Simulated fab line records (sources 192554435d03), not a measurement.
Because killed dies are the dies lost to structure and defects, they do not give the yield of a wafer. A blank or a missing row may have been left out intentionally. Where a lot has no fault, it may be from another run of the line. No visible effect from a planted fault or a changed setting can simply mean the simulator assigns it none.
Split-lot study / flow n5-finfet / on a route of 1938 steps: 7 lots, 39 wafers read

## ABOUT THE SPLIT
At N5_BEOL_M11_ILD_DEP_00 (deposits SiCOH lowk from DEMS/porogen, target thk 308.51 nm, time 58 s), the setting target-thk-a was moved away from the recipe's 3085.1 angstrom on 12 of the 39 wafers read, by -37.3% to +52.7%. The other wafers ran this setting at the recipe's value.

## SPLIT TO READING: what lies between them in the file, 1 step
- N5_BEOL_M11_CURE_71: cures SiCOH lowk, time 240 s

## THE READING
At N5_BEOL_M11_THK_MEAS_01: M11_ILD_THK, given in nm. On this fab line, fault-free wafers typically give 268 nm with a standard deviation of 3.8 nm.

wafer=L075.1; tool, chamber at the split=pecvd-04, 0; target-thk-a as run, angstrom=3085.1; against the recipe=recipe; M11_ILD_THK, nm=260; against lot-mates on the recipe=-
wafer=L075.2; tool, chamber at the split=pecvd-04, 1; target-thk-a as run, angstrom=4330; against the recipe=+40.4%; M11_ILD_THK, nm=367; against lot-mates on the recipe=+105
wafer=L075.3; tool, chamber at the split=pecvd-04, 1; target-thk-a as run, angstrom=4330; against the recipe=+40.4%; M11_ILD_THK, nm=376; against lot-mates on the recipe=+114
wafer=L075.4; tool, chamber at the split=pecvd-04, 0; target-thk-a as run, angstrom=3085.1; against the recipe=recipe; M11_ILD_THK, nm=266; against lot-mates on the recipe=-
wafer=L075.5; tool, chamber at the split=pecvd-04, 0; target-thk-a as run, angstrom=4330; against the recipe=+40.4%; M11_ILD_THK, nm=377; against lot-mates on the recipe=+115
wafer=L075.6; tool, chamber at the split=pecvd-04, 1; target-thk-a as run, angstrom=3085.1; against the recipe=recipe; M11_ILD_THK, nm=259; against lot-mates on the recipe=-
wafer=L078.1; tool, chamber at the split=pecvd-02, 0; target-thk-a as run, angstrom=3085.1; against the recipe=recipe; M11_ILD_THK, nm=271; against lot-mates on the recipe=-
wafer=L078.2; tool, chamber at the split=pecvd-02, 1; target-thk-a as run, angstrom=3085.1; against the recipe=recipe; M11_ILD_THK, nm=269; against lot-mates on the recipe=-
wafer=L078.3; tool, chamber at the split=pecvd-02, 2; target-thk-a as run, angstrom=3085.1; against the recipe=recipe; M11_ILD_THK, nm=267; against lot-mates on the recipe=-
wafer=L078.4; tool, chamber at the split=pecvd-02, 1; target-thk-a as run, angstrom=3085.1; against the recipe=recipe; M11_ILD_THK, nm=271; against lot-mates on the recipe=-
wafer=L078.5; tool, chamber at the split=pecvd-02, 2; target-thk-a as run, angstrom=3085.1; against the recipe=recipe; M11_ILD_THK, nm=276; against lot-mates on the recipe=-
wafer=L078.6; tool, chamber at the split=pecvd-02, 0; target-thk-a as run, angstrom=3085.1; against the recipe=recipe; M11_ILD_THK, nm=270; against lot-mates on the recipe=-
wafer=L080.1; tool, chamber at the split=pecvd-02, 0; target-thk-a as run, angstrom=3085.1; against the recipe=recipe; M11_ILD_THK, nm=269; against lot-mates on the recipe=-
wafer=L080.2; tool, chamber at the split=pecvd-02, 2; target-thk-a as run, angstrom=3085.1; against the recipe=recipe; M11_ILD_THK, nm=267; against lot-mates on the recipe=-
wafer=L080.3; tool, chamber at the split=pecvd-02, 1; target-thk-a as run, angstrom=3085.1; against the recipe=recipe; M11_ILD_THK, nm=263; against lot-mates on the recipe=-
wafer=L080.4; tool, chamber at the split=pecvd-02, 1; target-thk-a as run, angstrom=3085.1; against the recipe=recipe; M11_ILD_THK, nm=268; against lot-mates on the recipe=-
wafer=L080.5; tool, chamber at the split=pecvd-02, 2; target-thk-a as run, angstrom=3085.1; against the recipe=recipe; M11_ILD_THK, nm=271; against lot-mates on the recipe=-
wafer=L080.6; tool, chamber at the split=pecvd-02, 0; target-thk-a as run, angstrom=3085.1; against the recipe=recipe; M11_ILD_THK, nm=275; against lot-mates on the recipe=-
wafer=L084.2; tool, chamber at the split=pecvd-04, 1; target-thk-a as run, angstrom=3085.1; against the recipe=recipe; M11_ILD_THK, nm=260; against lot-mates on the recipe=-
wafer=L084.4; tool, chamber at the split=pecvd-04, 2; target-thk-a as run, angstrom=3085.1; against the recipe=recipe; M11_ILD_THK, nm=271; against lot-mates on the recipe=-
wafer=L084.6; tool, chamber at the split=pecvd-04, 1; target-thk-a as run, angstrom=3085.1; against the recipe=recipe; M11_ILD_THK, nm=264; against lot-mates on the recipe=-
wafer=L088.1; tool, chamber at the split=pecvd-03, 2; target-thk-a as run, angstrom=3085.1; against the recipe=recipe; M11_ILD_THK, nm=270; against lot-mates on the recipe=-
wafer=L088.2; tool, chamber at the split=pecvd-03, 0; target-thk-a as run, angstrom=2615; against the recipe=-15.2%; M11_ILD_THK, nm=222; against lot-mates on the recipe=-48
wafer=L088.3; tool, chamber at the split=pecvd-03, 1; target-thk-a as run, angstrom=3085.1; against the recipe=recipe; M11_ILD_THK, nm=267; against lot-mates on the recipe=-
wafer=L088.4; tool, chamber at the split=pecvd-03, 2; target-thk-a as run, angstrom=3085.1; against the recipe=recipe; M11_ILD_THK, nm=272; against lot-mates on the recipe=-
wafer=L088.5; tool, chamber at the split=pecvd-03, 0; target-thk-a as run, angstrom=2615; against the recipe=-15.2%; M11_ILD_THK, nm=227; against lot-mates on the recipe=-43
wafer=L088.6; tool, chamber at the split=pecvd-03, 1; target-thk-a as run, angstrom=2615; against the recipe=-15.2%; M11_ILD_THK, nm=227; against lot-mates on the recipe=-43
wafer=L096.1; tool, chamber at the split=pecvd-03, 0; target-thk-a as run, angstrom=1935; against the recipe=-37.3%; M11_ILD_THK, nm=162; against lot-mates on the recipe=-105
wafer=L096.2; tool, chamber at the split=pecvd-03, 2; target-thk-a as run, angstrom=3085.1; against the recipe=recipe; M11_ILD_THK, nm=267; against lot-mates on the recipe=-
wafer=L096.3; tool, chamber at the split=pecvd-03, 1; target-thk-a as run, angstrom=1935; against the recipe=-37.3%; M11_ILD_THK, nm=165; against lot-mates on the recipe=-102
wafer=L096.4; tool, chamber at the split=pecvd-03, 1; target-thk-a as run, angstrom=1935; against the recipe=-37.3%; M11_ILD_THK, nm=166; against lot-mates on the recipe=-101
wafer=L096.5; tool, chamber at the split=pecvd-03, 0; target-thk-a as run, angstrom=3085.1; against the recipe=recipe; M11_ILD_THK, nm=267; against lot-mates on the recipe=-
wafer=L096.6; tool, chamber at the split=pecvd-03, 2; target-thk-a as run, angstrom=3085.1; against the recipe=recipe; M11_ILD_THK, nm=268; against lot-mates on the recipe=-
wafer=L097.1; tool, chamber at the split=pecvd-03, 1; target-thk-a as run, angstrom=3085.1; against the recipe=recipe; M11_ILD_THK, nm=265; against lot-mates on the recipe=-
wafer=L097.2; tool, chamber at the split=pecvd-03, 0; target-thk-a as run, angstrom=4710; against the recipe=+52.7%; M11_ILD_THK, nm=409; against lot-mates on the recipe=+142
wafer=L097.3; tool, chamber at the split=pecvd-03, 2; target-thk-a as run, angstrom=3085.1; against the recipe=recipe; M11_ILD_THK, nm=265; against lot-mates on the recipe=-
wafer=L097.4; tool, chamber at the split=pecvd-03, 0; target-thk-a as run, angstrom=4710; against the recipe=+52.7%; M11_ILD_THK, nm=412; against lot-mates on the recipe=+145
wafer=L097.5; tool, chamber at the split=pecvd-03, 2; target-thk-a as run, angstrom=4710; against the recipe=+52.7%; M11_ILD_THK, nm=417; against lot-mates on the recipe=+150
wafer=L097.6; tool, chamber at the split=pecvd-03, 1; target-thk-a as run, angstrom=3085.1; against the recipe=recipe; M11_ILD_THK, nm=272; against lot-mates on the recipe=-

FIT RESULTS
A straight line over all 39 wafers: M11_ILD_THK changes by +2.72 nm for each +1% of target-thk-a; r = +1.00; the points scatter about the line by 4.2 nm.
The same after taking each lot's own level away (the mean of its wafers on the recipe; 39 wafers): +2.77 nm for each +1%; r = +1.00; scatter 3.3 nm.
Per that fit: largest target-thk-a move, reading shift of 1.5e+02 nm.
The span of the lots' own levels, 261.7 to 270.7 nm, comes to 2.4 times the standard deviation stated above.
The two slopes are in agreement: the lot-to-lot level therefore moves the slope only a little.
Check: +146 nm against its lot-mates is what the line predicts for one of the wafers moved furthest among these (+52.7%) when that wafer is left out of the fit. It came out at +142 nm against them.

## THESE WAFERS: OTHER SPLITS
Note: prior to the reading, these wafers also went through further splits. Each is held against what the fit with the lots' levels taken away leaves over:
other split on the same wafers=N5_FIN_SAQP_HM_DEP_03 time-s; wafers away from the commonest value=15; r with M11_ILD_THK (lot level and that fit taken away)=-0.13
other split on the same wafers=N5_HKMG_FIN_ALD_71 ald-cycles; wafers away from the commonest value=12; r with M11_ILD_THK (lot level and that fit taken away)=-0.25
other split on the same wafers=N5_BEOL_M3_VIA_ETCH_34 target-depth-a; wafers away from the commonest value=9; r with M11_ILD_THK (lot level and that fit taken away)=-0.16

## THE WHOLE CHAIN: every reading that the file lists as answering this split, in the file's order
step=N5_BEOL_M11_ILD_DEP_00; what it does=deposits SiCOH lowk from DEMS/porogen, target thk 308.51 nm, time 58 s; reading=SiCOH_lowk_of_BEOL_M11_ILD_DEP_00.thk-nm (the simulator's own value, which no gauge read); change (the file's fit)=+3.11 nm for each +1% of the setting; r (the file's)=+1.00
step=N5_BEOL_M11_CURE_71; what it does=cures SiCOH lowk, time 240 s; reading=SiCOH_lowk_of_BEOL_M11_ILD_DEP_00.thk-nm (the simulator's own value, which no gauge read); change (the file's fit)=+2.76 nm for each +1% of the setting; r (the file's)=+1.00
step=N5_BEOL_M11_THK_MEAS_01; what it does=; reading=M11_ILD_THK; change (the file's fit)=+2.76 for each +1% of the setting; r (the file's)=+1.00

## THE FILE'S OWN FIT
M11_ILD_THK changes by +2.76 nm for each +1% of target-thk-a, r = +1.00.
